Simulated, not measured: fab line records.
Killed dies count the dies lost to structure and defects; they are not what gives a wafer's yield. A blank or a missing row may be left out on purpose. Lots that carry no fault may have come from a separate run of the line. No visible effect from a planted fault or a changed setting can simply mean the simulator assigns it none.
fab line records	flow n5_finfet
record lots=9	wafers=27	last_day=19
route steps=1938 shown BEOL_M0@743 BEOL_M1@753 BEOL_M4@1111 PASSIVATION@1936
lots untouched by any fault: they come from a run of this same line in which no faults occurred
start_h: start of the lot's first displayed wafer, in hours after the record's first day	wait_h: time in hours since the lot's previous step	" same as the row above	L1.1+2: several wafers, shown together as one row	- no value, or no start was given	* or withheld: withheld	< > ~ a bound
route shown NAME@n: names a module that has steps shown in the file, with the first one's number in the route	usual: average and standard deviation across the fault-free wafers	same: alike in all rows	chamber/n: place in a boat	sites: readings site by site	_std_site: the standard deviation of these	_edge_site: inner sites' mean taken away from outer sites' mean	radius_mm: how far each site lies from the wafer's centre	mask NAME#n: copy n	behind: the last tool/chamber to shape the wafer	hold: reason for holding the lot/hours on hold/outcome of the hold	device: which transistor (n, p or np) failed to switch	end of line: the route-end tests of the same wafers	a step without rows: its recipe alone	killed: the dies lost at the first sort to structure and to defects; this is not the yield of the wafer	map: shows each die of a wafer: x if killed, . if not, _ if none is there
set.NAME: setting as actually run; set.NAME@STEP: the setting as run at that earlier step	model.NAME: the simulator's own value behind a step, which no gauge read
the route's steps for a sample of lots (tables are steps, rows are wafers)
services: a tool's chamber out of use, with start hour (start_h, from the record's first day; less than 0 if before it), hours out, and reason
## steps
# step N5_BEOL_M0_CMP_120
# recipe stop_on=SiOC	t_overpolish_s=6.9	down_force_psi=1	platen_rpm=50	clearing_platen_down_force_psi=1.5	clearing_platen_rpm=50	post_cmp_clean=cu_alkaline	clearing_platen_pad_velocity_m_s=0.99484	pad_velocity_m_s=0.99484
# usual barrier_field_endpoint_s=3.66/0.14	clearing_platen_down_force_psi=1.500/0.0031	clearing_platen_rpm=50.00/0.031	motor_current_A=5.9/0.43	overpolish_run_s=6.900/0.0077	platen_rpm=50.00/0.033	retaining_ring_pressure_frac=0.999/0.005	time_to_endpoint_s=62/3.8
lot.wafer	tool	chamber	start_h	wait_h	barrier_field_endpoint_s	clearing_platen_down_force_psi	clearing_platen_rpm	motor_current_A	overpolish_run_s	platen_rpm	retaining_ring_pressure_frac	time_to_endpoint_s
L479.3	cmp-03	1	119.87	0.2	3.58	1.502	49.96	5.7	6.899	50.00	1.003	58
L479.2	"	2	"	"	3.62	1.494	49.95	6.3	6.896	49.99	1.002	70
L479.1	"	0	"	"	3.67	1.501	49.98	6.2	6.899	50.04	0.998	65
L481.2	cmp-01	0	129.30	0.3	3.76	1.501	50.02	5.1	6.888	50.00	1.004	61
L481.6	"	1	"	"	3.80	1.502	49.94	5.5	6.895	50.01	0.997	66
L481.5	"	2	"	"	3.69	1.496	49.99	5.8	6.878	49.97	0.997	64
L489.3	cmp-01	1	180.19	0.2	3.60	1.497	49.97	5.6	6.910	49.99	1.001	64
L489.1	"	2	"	"	3.63	1.495	50.01	5.7	6.894	50.05	0.998	56
L489.6	"	1	"	"	3.62	1.498	49.95	5.3	6.895	50.03	1.005	61
L490.2	cmp-04	2	189.51	0.2	3.74	1.504	50.02	6.7	6.920	49.98	0.996	65
L490.4	"	3	"	"	3.61	1.504	49.99	6.1	6.907	50.01	1.004	60
L490.1	"	0	"	"	3.56	1.499	50.02	5.7	6.909	50.07	0.999	63
L492.2	cmp-01	3	196.12	0.2	3.71	1.504	50.00	5.8	6.900	50.02	0.998	67
L492.3	"	0	"	"	3.54	1.497	49.97	5.5	6.897	49.98	0.998	63
L492.1	"	2	"	"	3.59	1.498	50.08	5.8	6.893	50.02	0.995	61
L493.4	cmp-03	3	209.52	0.2	3.49	1.496	49.97	5.7	6.902	50.01	0.998	55
L493.1	"	1	"	"	3.56	1.499	49.98	5.4	6.898	49.99	0.994	58
L493.5	"	2	"	"	3.73	1.499	50.09	6.3	6.908	49.97	1.003	63
L495.3	cmp-03	2	214.58	0.2	3.81	1.500	50.02	6.0	6.908	49.98	0.994	70
L495.1	"	3	"	"	3.48	1.496	49.99	5.8	6.898	49.98	1.001	56
L495.5	"	1	"	"	3.72	1.499	49.99	5.5	6.912	50.03	1.000	60
L500.1	cmp-03	1	244.41	0.3	3.69	1.500	49.99	5.4	6.909	50.02	1.005	61
L500.4	"	2	"	"	3.79	1.501	49.99	6.3	6.896	50.03	1.007	69
L500.5	"	1	"	"	3.83	1.500	50.06	5.9	6.908	50.00	1.004	64
L502.3	cmp-01	0	256.61	0.2	3.85	1.502	50.05	5.2	6.892	50.02	0.997	64
L502.2	"	3	"	"	3.82	1.504	50.04	6.0	6.905	50.00	0.990	68
L502.6	"	1	"	"	4.00	1.494	50.01	5.8	6.917	50.03	1.001	68
# step N5_BEOL_M0_CO_CAP_123
# recipe material=Co	target_thk_a=20	temp_c=200	precursor=CCTBA/H2	pressure_torr=30	time_s=102.1
# usual chamber_pressure_Torr=30.00/0.057	heater_power_w=234/23
lot.wafer	tool	chamber	start_h	wait_h	chamber_pressure_Torr	heater_power_w
L479.1	cvd_co-02	0	120.24	0.0	30.03	231
L479.2	"	2	"	"	29.96	224
L479.3	"	1	"	"	29.94	271
L481.2	cvd_co-02	1	129.58	0.0	29.97	271
L481.5	"	1	"	"	30.02	273
L481.6	"	0	"	"	29.98	240
L489.1	cvd_co-01	1	180.56	0.0	29.98	239
L489.3	"	2	"	"	29.95	200
L489.6	"	2	"	"	29.98	199
L490.1	cvd_co-02	0	189.88	0.0	30.13	240
L490.2	"	2	"	"	29.98	241
L490.4	"	2	"	"	29.93	233
L492.1	cvd_co-01	1	196.49	0.0	29.93	242
L492.2	"	0	"	"	29.97	210
L492.3	"	2	"	"	29.99	198
L493.1	cvd_co-01	0	209.86	0.0	29.94	212
L493.4	"	2	"	"	29.89	199
L493.5	"	1	"	"	29.95	239
L495.1	cvd_co-02	2	214.89	0.0	30.03	232
L495.3	"	1	"	"	30.00	273
L495.5	"	1	"	"	29.96	273
L500.1	cvd_co-02	2	244.74	0.0	29.92	233
L500.4	"	2	"	"	30.00	231
L500.5	"	1	"	"	30.02	271
L502.2	cvd_co-02	0	256.98	0.0	29.99	231
L502.3	"	2	"	"	30.04	238
L502.6	"	1	"	"	29.92	268
# step N5_BEOL_M1_PECVD_72
# recipe material=SiO2	target_thk_a=160	temp_c=400	precursor=TEOS/O2	pressure_torr=5.5	rf_w=450	teos_flow_sccm=53.8	gas=O2	flow_sccm=3000	time_s=18
# usual chamber_pressure_Torr=5.501/0.013	heater_power_w=719/140	showerhead_plenum_p_Torr=8.80/0.085	throttle_valve_pct=22.1/1.1
lot.wafer	tool	chamber	start_h	wait_h	chamber_pressure_Torr	heater_power_w	showerhead_plenum_p_Torr	throttle_valve_pct
L479.1	pecvd-04	2	120.59	0.0	5.510	929	8.92	22.6
L479.2	"	0	"	"	5.502	753	8.66	23.6
L479.3	"	1	"	"	5.507	588	8.75	21.4
L481.2	pecvd-03	1	129.96	0.0	5.501	838	8.73	20.5
L481.5	"	1	"	"	5.479	803	8.74	20.5
L481.6	"	2	"	"	5.490	619	8.87	22.4
L489.1	pecvd-04	2	180.94	0.0	5.501	851	8.90	23.1
L489.3	"	0	"	"	5.506	782	8.68	23.7
L489.6	"	0	"	"	5.494	798	8.67	23.8
L490.1	pecvd-04	1	190.24	0.0	5.481	631	8.78	21.7
L490.2	"	2	"	"	5.505	898	8.92	22.9
L490.4	"	0	"	"	5.499	814	8.67	23.6
L492.1	pecvd-04	2	196.84	0.0	5.508	842	8.89	22.4
L492.2	"	0	"	"	5.511	843	8.66	23.5
L492.3	"	1	"	"	5.494	640	8.76	21.6
L493.1	pecvd-03	0	210.24	0.0	5.504	638	8.81	22.1
L493.4	"	0	"	"	5.487	657	8.82	22.2
L493.5	"	0	"	"	5.512	648	8.80	21.9
L495.1	pecvd-04	2	215.28	0.0	5.510	842	8.92	23.1
L495.3	"	0	"	"	5.516	765	8.67	23.5
L495.5	"	0	"	"	5.516	789	8.69	23.5
L500.1	pecvd-02	1	245.09	0.0	5.480	905	8.89	23.7
L500.4	"	2	"	"	5.496	649	8.90	21.8
L500.5	"	0	"	"	5.486	512	8.72	21.0
L502.2	pecvd-02	0	257.33	0.0	5.499	536	8.72	21.1
L502.3	"	2	"	"	5.500	630	8.89	21.5
L502.6	"	0	"	"	5.521	532	8.73	20.8
# step N5_BEOL_M1_COAT_61
# recipe resist=SOC	temp_c=250	time_s=60	spin_rpm=1500	resist_thk_nm=60
# usual resist_line_temp_C=22.97/0.1	spin_speed_rpm=1500.1/0.9
lot.wafer	tool	chamber	start_h	wait_h	resist_line_temp_C	spin_speed_rpm
L479.1	litho_track-01	0	122.42	0.1	22.88	1500.0
L479.2	"	0	"	"	22.97	1500.5
L479.3	"	0	"	"	22.95	1499.8
L481.2	litho_track-01	0	131.64	0.1	23.11	1499.4
L481.5	"	0	"	"	22.99	1500.4
L481.6	"	0	"	"	22.96	1500.5
L489.1	litho_track-01	0	181.51	0.1	22.97	1499.7
L489.3	"	0	"	"	22.93	1499.7
L489.6	"	0	"	"	22.95	1499.5
L490.1	litho_track-01	0	190.97	0.1	22.91	1605.6
L490.2	"	0	"	"	22.83	1605.8
L490.4	"	0	"	"	22.92	1605.9
L492.1	litho_track-03	0	197.67	0.1	22.94	1500.2
L492.2	"	0	"	"	23.12	1499.2
L492.3	"	0	"	"	23.05	1498.6
L493.1	litho_track-01	0	210.45	0.1	22.99	1605.5
L493.4	"	0	"	"	22.91	1604.1
L493.5	"	0	"	"	23.04	1604.7
L495.1	litho_track-01	0	218.73	0.1	22.86	1606.0
L495.3	"	0	"	"	22.88	1604.4
L495.5	"	0	"	"	23.06	1604.9
L500.1	litho_track-03	0	247.77	0.1	22.98	1500.7
L500.4	"	0	"	"	22.91	1500.5
L500.5	"	0	"	"	22.94	1500.9
L502.2	litho_track-03	0	257.52	0.1	22.98	1499.9
L502.3	"	0	"	"	23.12	1499.1
L502.6	"	0	"	"	23.11	1499.5
# step N5_BEOL_M4_RC_MEAS_101
# usual DIBL_N=36.5/1.7	DIBL_P=36.6/2.2	IOFF_N=0.16/0.033	IOFF_P=0.22/0.035	ION_N=671/12	ION_P=462/7.7	SS_N=71.6/0.54	SS_P=73.3/0.71	VT_N=250/3.2	VT_P=-249.9/2.9
lot.wafer	tool	chamber	start_h	wait_h	DIBL_N[mV/V]	DIBL_P[mV/V]	IOFF_N[nA/um]	IOFF_P[nA/um]	ION_N[uA/um]	ION_P[uA/um]	SS_N[mV/dec]	SS_P[mV/dec]	VT_N[mV]	VT_P[mV]
L479.1	prober-01	0	193.55	0.6	36.9	36.5	0.14	0.21	655	453	71.7	73.7	252	-249.5
L479.2	"	0	"	"	37.4	37.4	0.16	0.22	682	474	72.2	73.2	250	-249.0
L479.3	"	0	"	"	34.7	33.0	0.11	0.15	654	453	71.3	71.9	256	-254.7
L481.2	prober-01	0	195.56	0.5	33.5	33.0	0.12	0.17	668	466	70.3	72.1	252	-250.8
L481.5	"	0	"	"	35.9	35.0	0.15	0.20	671	463	71.6	73.0	249	-249.4
L481.6	"	0	"	"	33.4	32.7	0.12	0.17	674	463	71.1	72.6	250	-250.6
L489.1	prober-02	0	260.56	0.0	36.4	36.6	0.16	0.24	670	464	72.3	73.7	251	-248.0
L489.3	"	0	"	"	35.3	34.4	0.14	0.19	660	456	70.8	72.7	253	-251.9
L489.6	"	0	"	"	37.6	37.0	0.17	0.23	665	459	71.3	74.0	248	-248.6
L490.1	prober-01	0	261.30	0.0	35.0	34.9	0.12	0.18	645	448	71.5	72.9	256	-251.5
L490.2	"	0	"	"	38.5	38.0	0.17	0.23	655	454	73.4	73.7	254	-248.5
L490.4	"	0	"	"	35.6	36.5	0.14	0.21	669	461	72.2	73.9	255	-249.8
L492.1	prober-02	0	283.83	0.0	35.5	37.0	0.15	0.23	674	470	72.4	73.7	249	-248.1
L492.2	"	0	"	"	35.2	35.6	0.14	0.19	661	464	72.0	72.9	253	-251.9
L492.3	"	0	"	"	34.3	34.7	0.13	0.18	653	455	71.3	72.8	256	-251.0
L493.1	prober-02	0	289.68	0.0	38.4	38.7	0.20	0.24	682	464	71.9	73.5	246	-249.1
L493.4	"	0	"	"	36.7	36.9	0.16	0.21	672	460	71.4	73.6	248	-249.8
L493.5	"	0	"	"	37.0	37.1	0.16	0.22	672	461	71.6	73.7	250	-247.9
L495.1	prober-02	0	293.59	0.0	35.1	36.1	0.14	0.19	667	461	70.9	73.0	252	-251.7
L495.3	"	0	"	"	33.7	33.4	0.12	0.16	657	453	70.7	72.0	250	-249.1
L495.5	"	0	"	"	36.6	37.8	0.17	0.23	673	461	71.1	73.2	250	-245.1
L500.1	prober-02	0	321.08	0.0	37.8	39.2	0.18	0.22	683	466	71.6	74.4	248	-250.4
L500.4	"	0	"	"	36.7	36.7	0.15	0.18	647	436	72.2	73.6	252	-255.9
L500.5	"	0	"	"	37.2	38.8	0.17	0.20	671	454	72.0	73.2	250	-255.8
L502.2	prober-02	0	345.21	0.2	37.7	36.2	0.17	0.21	661	456	71.8	72.8	251	-251.5
L502.3	"	0	"	"	37.1	35.0	0.16	0.20	679	457	71.6	73.3	251	-251.8
L502.6	"	0	"	"	39.2	38.0	0.20	0.25	689	469	72.0	74.1	247	-249.3
# step N5_PASSIVATION_PROBE_49
# usual defect_limited_yield=91.0/1.5	killed_at_M0_to_M3=35/11	killed_at_M4_up=15/5.5	killed_at_contacts=12/5.5	killed_at_front_end=40/11	killed_at_other=4/3.1	killed_dies=106/18	killed_open=70/12	killed_short=33/8	sort_bin_5_function=5.2/1	sort_bin_6_memory=3.4/0.66	sort_bin_8_speed=0.00/0.021	sort_n_pass=1074/18	sort_yield_pct=91.0/1.5
# same gross_dies=1180	killed_at_back_side=0	sort_bin_4_leakage[%]=0
lot.wafer	tool	chamber	start_h	wait_h	defect_limited_yield[%]	killed_at_M0_to_M3	killed_at_M4_up	killed_at_contacts	killed_at_front_end	killed_at_other	killed_dies	killed_open	killed_short	sort_bin_5_function[%]	sort_bin_6_memory[%]	sort_bin_8_speed[%]	sort_n_pass	sort_yield_pct[%]
L479.1	prober-01	-	309.76	0.0	91.8	41	16	8	31	1	97	66	29	5.1	3.0	0	1083	91.8
L479.2	prober-01	-	309.81	0.1	90.0	52	18	10	34	4	118	83	30	6.5	3.2	0	1062	90.0
L479.3	prober-01	-	309.86	0.1	91.9	39	17	10	30	0	96	66	24	5.2	2.8	0	1084	91.9
L481.2	prober-02	-	315.01	0.1	91.1	19	10	7	64	5	105	68	35	4.8	3.9	0	1075	91.1
L481.5	prober-02	-	315.16	0.2	91.5	29	14	7	42	8	100	66	32	4.5	3.6	0	1080	91.5
L481.6	prober-02	-	315.21	0.3	92.7	29	11	5	37	4	86	62	20	4.7	2.4	0	1094	92.7
L490.1	prober-01	-	369.13	0.0	92.5	19	12	15	40	3	89	57	24	4.2	2.6	0.08	1090	92.4
L490.2	prober-01	-	369.18	0.1	92.4	19	5	16	48	2	90	58	30	4.8	2.5	0	1090	92.4
L490.4	prober-01	-	369.28	0.2	90.5	36	16	16	40	4	112	75	36	5.8	3.4	0	1068	90.5
L489.1	prober-02	-	369.14	0.0	91.5	27	18	12	41	2	100	71	25	5.3	3.1	0	1080	91.5
L489.3	prober-02	-	369.24	0.1	90.8	27	11	6	62	2	108	63	41	4.9	3.8	0	1072	90.8
L489.6	prober-02	-	369.39	0.3	89.5	36	13	27	37	11	124	78	34	6.0	3.6	0	1056	89.5
L492.1	prober-02	-	383.79	0.0	91.4	47	14	8	25	7	101	65	33	4.7	3.3	0	1079	91.4
L492.2	prober-02	-	383.84	0.1	91.1	42	15	9	34	5	105	70	32	5.2	3.6	0	1075	91.1
L492.3	prober-02	-	383.89	0.1	90.1	53	23	11	26	4	117	78	35	5.5	4.1	0	1063	90.1
L493.1	prober-01	-	397.71	1.1	93.5	23	15	7	27	5	77	45	31	4.8	1.6	0	1103	93.5
L493.4	prober-01	-	397.86	1.2	94.0	28	10	10	17	6	71	57	13	3.3	2.5	0	1109	94.0
L493.5	prober-01	-	397.91	1.3	92.2	29	14	9	36	4	92	60	30	4.2	3.1	0	1088	92.2
L495.1	prober-01	-	410.71	0.0	91.4	40	17	16	25	4	102	67	32	5.0	3.5	0	1078	91.4
L495.3	prober-01	-	410.81	0.1	92.1	32	14	11	33	3	93	60	31	4.7	2.8	0	1087	92.1
L495.5	prober-01	-	410.91	0.2	88.1	59	14	27	40	1	141	89	51	6.5	4.3	0	1039	88.1
L500.1	prober-02	-	425.05	0.0	90.2	33	36	10	36	1	116	81	32	6.3	3.2	0	1064	90.2
L500.4	prober-02	-	425.20	0.2	90.3	23	33	19	36	4	115	77	30	5.8	3.5	0	1065	90.3
L500.5	prober-02	-	425.25	0.2	86.2	48	27	18	68	2	163	120	39	7.7	5.8	0	1017	86.2
L502.2	prober-01	-	453.11	0.1	89.4	40	10	15	56	4	125	79	46	6.0	4.4	0	1055	89.4
L502.3	prober-01	-	453.16	0.1	90.6	42	16	13	36	4	111	71	39	6.0	3.2	0	1069	90.6
L502.6	prober-01	-	453.31	0.3	88.4	53	11	15	49	9	137	80	52	7.5	3.5	0	1043	88.4
# killed by level:class
L479.1 BEOL_M2:geometric_particle:open=9 STI_FIN_REVEAL:geometric_particle:open=7 MOL_CONTACT_COAG:geometric_particle:open=7 BEOL_M4:geometric_particle:open=7 BEOL_M3:geometric_particle:open=7 BEOL_M1:geometric_particle:short=6 FIN_SAQP:geometric_particle:open=5 BEOL_M0_SAQP:geometric_particle:short=5
L479.2 BEOL_M3:geometric_particle:open=13 BEOL_M1:geometric_particle:open=10 BEOL_M4:geometric_particle:open=10 FIN_SAQP:geometric_particle:open=8 MOL_CONTACT_COAG:geometric_particle:open=7 BEOL_M0_SAQP:geometric_particle:short=7 BEOL_M1:geometric_particle:short=7 ILD0:geometric_particle:open=6
L479.3 MOL_CONTACT_COAG:geometric_particle:open=10 ILD0:geometric_particle:open=9 FIN_SAQP:geometric_particle:open=8 BEOL_M2:geometric_particle:open=8 BEOL_M3:geometric_particle:open=8 BEOL_M0_SAQP:geometric_particle:short=5 BEOL_M1:geometric_particle:open=4 BEOL_M1:geometric_particle:short=4
L481.2 STI_FIN_REVEAL:geometric_particle:open=21 FIN_SAQP:geometric_particle:open=15 FIN_SAQP:geometric_particle:short=11 BEOL_M1:geometric_particle:open=6 GATE_CUT:geometric_particle:short=5 MOL_CONTACT_COAG:geometric_particle:open=5 BEOL_M4:geometric_particle:open=5 STARTING-WAFER:geometric_particle:short=4
L481.5 STI_FIN_REVEAL:geometric_particle:open=19 BEOL_M0_SAQP:geometric_particle:short=7 BEOL_M2:geometric_particle:open=7 FIN_SAQP:geometric_particle:open=6 MOL_CONTACT_COAG:geometric_particle:open=6 BEOL_M3:geometric_particle:open=5 BEOL_M4:geometric_particle:short=5 GATE_CUT:geometric_particle:open=4
L481.6 STI_FIN_REVEAL:geometric_particle:open=26 BEOL_M1:geometric_particle:open=8 BEOL_M0_SAQP:geometric_particle:open=6 BEOL_M0_SAQP:geometric_particle:short=4 FIN_SAQP:geometric_particle:open=3 MOL_CONTACT_COAG:geometric_particle:short=3 BEOL_M1:geometric_particle:short=3 BEOL_M2:geometric_particle:open=3
L490.1 MOL_CONTACT_COAG:geometric_particle:open=12 FIN_SAQP:geometric_particle:open=7 BEOL_M4:geometric_particle:open=7 HKMG_FIN:area_etch=6 GATE_CUT:geometric_particle:short=5 BEOL_M0_SAQP:geometric_particle:open=5 DUMMY_GATE:geometric_particle:open=4 FIN_SAQP:geometric_particle:short=3
L489.1 FIN_SAQP:geometric_particle:open=15 BEOL_M0_SAQP:geometric_particle:open=10 BEOL_M4:geometric_particle:open=10 MOL_CONTACT_COAG:geometric_particle:open=7 FIN_SAQP:geometric_particle:short=6 GATE_CUT:geometric_particle:open=6 STI_FIN_REVEAL:geometric_particle:open=4 BEOL_M0_SAQP:geometric_particle:short=4
L490.2 FIN_SAQP:geometric_particle:short=15 FIN_SAQP:geometric_particle:open=15 MOL_CONTACT_COAG:geometric_particle:open=14 BEOL_M2:geometric_particle:open=6 BEOL_M3:geometric_particle:open=4 STARTING-WAFER:geometric_particle:open=4 GATE_CUT:geometric_particle:open=3 DUMMY_GATE:geometric_particle:short=2
L489.3 FIN_SAQP:geometric_particle:open=19 FIN_SAQP:geometric_particle:short=13 BEOL_M0_SAQP:geometric_particle:short=7 BEOL_M0_SAQP:geometric_particle:open=6 GATE_CUT:geometric_particle:open=5 STARTING-WAFER:geometric_particle:short=5 GATE_CUT:geometric_particle:short=4 MOL_CONTACT_COAG:geometric_particle:open=4
L490.4 BEOL_M2:geometric_particle:open=16 MOL_CONTACT_COAG:geometric_particle:open=14 FIN_SAQP:geometric_particle:open=8 GATE_CUT:geometric_particle:open=6 BEOL_M0:geometric_particle:open=6 STARTING-WAFER:geometric_particle:short=5 FIN_SAQP:geometric_particle:short=4 BEOL_M0:geometric_particle:short=4
L489.6 MOL_CONTACT_COAG:geometric_particle:open=21 BEOL_M0_SAQP:geometric_particle:open=10 HKMG_FIN:area_etch=9 BEOL_M0_SAQP:geometric_particle:short=8 STI_FIN_REVEAL:geometric_particle:open=6 MOL_CONTACT_COAG:geometric_particle:short=5 BEOL_M0:geometric_particle:open=5 BEOL_M2:geometric_particle:open=5
L492.1 BEOL_M0_SAQP:geometric_particle:short=14 BEOL_M0_SAQP:geometric_particle:open=14 FIN_SAQP:geometric_particle:open=11 MOL_CONTACT_COAG:geometric_particle:open=8 BEOL_M2:geometric_particle:open=7 BEOL_M3:geometric_particle:open=7 FIN_SAQP:geometric_particle:short=4 PASS1_DEP:geometric_particle:short=4
L492.2 BEOL_M0_SAQP:geometric_particle:short=13 BEOL_M0_SAQP:geometric_particle:open=10 FIN_SAQP:geometric_particle:open=9 BEOL_M2:geometric_particle:open=8 MOL_CONTACT_COAG:geometric_particle:open=7 GATE_CUT:geometric_particle:short=6 STI_FIN_REVEAL:geometric_particle:open=4 DUMMY_GATE:geometric_particle:open=4
L492.3 BEOL_M0_SAQP:geometric_particle:open=14 BEOL_M2:geometric_particle:open=12 BEOL_M4:geometric_particle:open=11 BEOL_M0_SAQP:geometric_particle:short=10 BEOL_M1:geometric_particle:open=10 MOL_CONTACT_COAG:geometric_particle:open=6 FIN_SAQP:geometric_particle:short=5 FIN_SAQP:geometric_particle:open=5
L493.1 STI_FIN_REVEAL:geometric_particle:open=7 BEOL_M1:geometric_particle:open=6 BEOL_M4:geometric_particle:short=6 MOL_CONTACT_COAG:geometric_particle:open=5 DUMMY_GATE:geometric_particle:open=4 GATE_CUT:geometric_particle:short=4 BEOL_M3:geometric_particle:open=4 BEOL_M0_SAQP:geometric_particle:short=3
L493.4 BEOL_M3:geometric_particle:open=10 MOL_CONTACT_COAG:geometric_particle:open=10 STI_FIN_REVEAL:geometric_particle:open=5 BEOL_M0:geometric_particle:open=5 BEOL_M2:geometric_particle:open=5 BEOL_M7:geometric_particle:open=4 BEOL_M3:geometric_particle:short=3 BEOL_M4:geometric_particle:open=3
L493.5 STI_FIN_REVEAL:geometric_particle:open=14 BEOL_M3:geometric_particle:open=12 MOL_CONTACT_COAG:geometric_particle:open=6 STARTING-WAFER:geometric_particle:open=5 BEOL_M4:geometric_particle:short=5 BEOL_M4:geometric_particle:open=4 GATE_CUT:geometric_particle:short=3 MOL_CONTACT_COAG:geometric_particle:short=3
L495.1 MOL_CONTACT_COAG:geometric_particle:open=14 DUMMY_GATE:geometric_particle:open=9 BEOL_M0_SAQP:geometric_particle:short=9 BEOL_M0_SAQP:geometric_particle:open=9 BEOL_M2:geometric_particle:open=6 BEOL_M4:geometric_particle:open=5 BEOL_M1:geometric_particle:short=5 FIN_SAQP:geometric_particle:short=4
L495.3 MOL_CONTACT_COAG:geometric_particle:open=10 FIN_SAQP:geometric_particle:open=7 BEOL_M4:geometric_particle:open=6 BEOL_M2:geometric_particle:open=6 BEOL_M0_SAQP:geometric_particle:short=5 BEOL_M0_SAQP:geometric_particle:open=5 BEOL_M3:geometric_particle:open=4 STI_FIN_REVEAL:geometric_particle:open=4
L495.5 MOL_CONTACT_COAG:geometric_particle:open=23 BEOL_M3:geometric_particle:open=12 STI_FIN_REVEAL:geometric_particle:open=11 BEOL_M0_SAQP:geometric_particle:short=10 BEOL_M2:geometric_particle:open=9 BEOL_M2:geometric_particle:short=8 BEOL_M0_SAQP:geometric_particle:open=7 STARTING-WAFER:geometric_particle:short=5
L500.1 BEOL_M4:geometric_particle:open=23 BEOL_M0_SAQP:geometric_particle:short=9 MOL_CONTACT_COAG:geometric_particle:open=8 DUMMY_GATE:geometric_particle:open=7 BEOL_M0_SAQP:geometric_particle:open=6 FIN_SAQP:geometric_particle:open=5 FIN_SAQP:geometric_particle:short=5 BEOL_M2:geometric_particle:open=5
L500.4 BEOL_M4:geometric_particle:open=17 MOL_CONTACT_COAG:geometric_particle:open=16 FIN_SAQP:geometric_particle:short=8 STI_FIN_REVEAL:geometric_particle:open=8 BEOL_M1:geometric_particle:open=6 FIN_SAQP:geometric_particle:open=5 DUMMY_GATE:geometric_particle:open=4 BEOL_M2:geometric_particle:short=4
L500.5 FIN_SAQP:geometric_particle:open=24 BEOL_M3:geometric_particle:open=19 MOL_CONTACT_COAG:geometric_particle:open=16 BEOL_M4:geometric_particle:open=16 STI_FIN_REVEAL:geometric_particle:open=15 FIN_SAQP:geometric_particle:short=10 BEOL_M0_SAQP:geometric_particle:short=10 BEOL_M0_SAQP:geometric_particle:open=8
L502.2 MOL_CONTACT_COAG:geometric_particle:open=12 FIN_SAQP:geometric_particle:short=11 GATE_CUT:geometric_particle:short=9 BEOL_M0_SAQP:geometric_particle:short=9 BEOL_M2:geometric_particle:open=9 FIN_CUT:geometric_particle:open=7 FIN_SAQP:geometric_particle:open=6 BEOL_M3:geometric_particle:open=6
L502.3 MOL_CONTACT_COAG:geometric_particle:open=13 BEOL_M2:geometric_particle:open=9 FIN_SAQP:geometric_particle:short=8 FIN_SAQP:geometric_particle:open=7 BEOL_M1:geometric_particle:open=7 BEOL_M3:geometric_particle:open=7 BEOL_M2:geometric_particle:short=6 DUMMY_GATE:geometric_particle:open=5
L502.6 FIN_SAQP:geometric_particle:short=16 BEOL_M3:geometric_particle:open=14 MOL_CONTACT_COAG:geometric_particle:open=12 BEOL_M0_SAQP:geometric_particle:open=10 BEOL_M0_SAQP:geometric_particle:short=10 BEOL_M1:geometric_particle:open=9 FIN_SAQP:geometric_particle:open=7 STI_FIN_REVEAL:geometric_particle:open=5
## services
tool	chamber	start_h	hours	kind
cmp-01	-	104.06	4.0	pm
cmp-01	-	108.06	-	consumable_replace:conditioner
cmp-01	-	108.06	-	consumable_replace:pad
cmp-04	-	110.91	3.7	pm
pecvd-02	-	118.34	1.2	repair
cvd_co-02	2	122.60	9.7	repair
cmp-03	-	142.58	5.2	pm
cmp-01	-	145.41	0.6	repair
pecvd-04	0	148.77	17.5	repair
pecvd-04	0	166.28	2.1	scheduled_down
pecvd-03	-	173.19	0.9	repair
cmp-04	-	174.64	4.1	repair
pecvd-02	-	201.30	2.8	pm
pecvd-04	-	208.99	0.2	repair
cmp-04	-	213.03	4.0	pm
pecvd-02	1	216.83	4.3	repair
cmp-04	-	217.03	6.1	pm
cmp-04	-	225.74	1.4	repair
cmp-04	-	235.08	2.3	repair
pecvd-04	1	237.49	2.1	scheduled_down
pecvd-02	0	238.55	4.0	repair
cmp-03	-	248.26	4.0	pm
cmp-03	-	252.26	-	consumable_replace:conditioner
cmp-03	-	252.26	-	consumable_replace:pad
## key
first_sign step=N5_BEOL_M1_COAT_61	reading=spin_speed_rpm	direction=up	sigmas=99+	usual=*	struck=*
effect none on later readings
met_at N5_BEOL_M1_COAT_61
struck_lots L490,L493,L495
not_acting_at N5_BEOL_M0_CMP_120,N5_BEOL_M0_CO_CAP_123,N5_BEOL_M1_PECVD_72
onset_between 181.51 190.97
fault kind=process_parameter_drift	tool=litho_track-01	chamber=-	onset_h=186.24	steps=N5_BEOL_M1_COAT_61	channel=spin_rpm	offset=*	shape=step	end_h=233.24	acts_in=*	stated=*
